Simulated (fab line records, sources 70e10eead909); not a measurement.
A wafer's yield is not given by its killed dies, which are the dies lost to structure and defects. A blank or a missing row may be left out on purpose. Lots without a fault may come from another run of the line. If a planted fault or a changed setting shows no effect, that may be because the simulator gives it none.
Matching of chambers :: flow nand harc :: 3 sister chambers for NHARC_A_BONDPAD_DEP_00 on pecvd-04
The step deposits SiCN, target thk 250 nm. 6 wafers are shown with their chamber, then 9 later ones without.

## WAFERS PAIRED WITH THEIR CHAMBERS
wafer: L576.2
chamber: 1
heater power w (W): 434

wafer: L578.2
chamber: 1
heater power w (W): 519

wafer: L580.6
chamber: 2
heater power w (W): 548

wafer: L583.2
chamber: 0
heater power w (W): 532

wafer: L583.4
chamber: 2
heater power w (W): 612

wafer: L583.5
chamber: 0
heater power w (W): 555

## WAFERS MISSING THEIR CHAMBER
wafer: L582.1
heater power w (W): 559

wafer: L582.2
heater power w (W): 522

wafer: L582.5
heater power w (W): 544

wafer: L593.4
heater power w (W): 454

wafer: L593.5
heater power w (W): 522

wafer: L593.6
heater power w (W): 482

wafer: L594.1
heater power w (W): 540

wafer: L594.2
heater power w (W): 509

wafer: L594.4
heater power w (W): 454

## CHAMBER TAKEN BY EACH
wafer: L582.1
from the rows above: can't be placed: 0 or 2 or 1
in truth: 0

wafer: L582.2
from the rows above: can't be placed: 0 or 1 or 2
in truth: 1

wafer: L582.5
from the rows above: can't be placed: 0 or 2 or 1
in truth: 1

wafer: L593.4
from the rows above: can't be placed: 1 or 0
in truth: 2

wafer: L593.5
from the rows above: can't be placed: 0 or 1 or 2
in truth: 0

wafer: L593.6
from the rows above: can't be placed: 1 or 0
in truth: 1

wafer: L594.1
from the rows above: can't be placed: 0 or 2 or 1
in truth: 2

wafer: L594.2
from the rows above: can't be placed: 1 or 0 or 2
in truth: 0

wafer: L594.4
from the rows above: can't be placed: 1 or 0
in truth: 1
Placed correctly: 0 of 9. From these rows, 9 cannot be placed; in 8 the true chamber is one of the candidates. 0 placed wrongly.
How it was worked out, from the rows above alone: a wafer's distance from a chamber is the root of the sum, over the readings, of the square of ((its reading less the chamber's mean) divided by the reading's scatter). The wafer belongs to the nearest chamber; if the next one is less than 2 further off, it can't be placed. The mean given for a chamber averages the wafers shown for that chamber. The scatter: take each reading less its chamber's mean, square it, sum over the shown wafers, divide by the number of wafers less the number of chambers, and take the root.
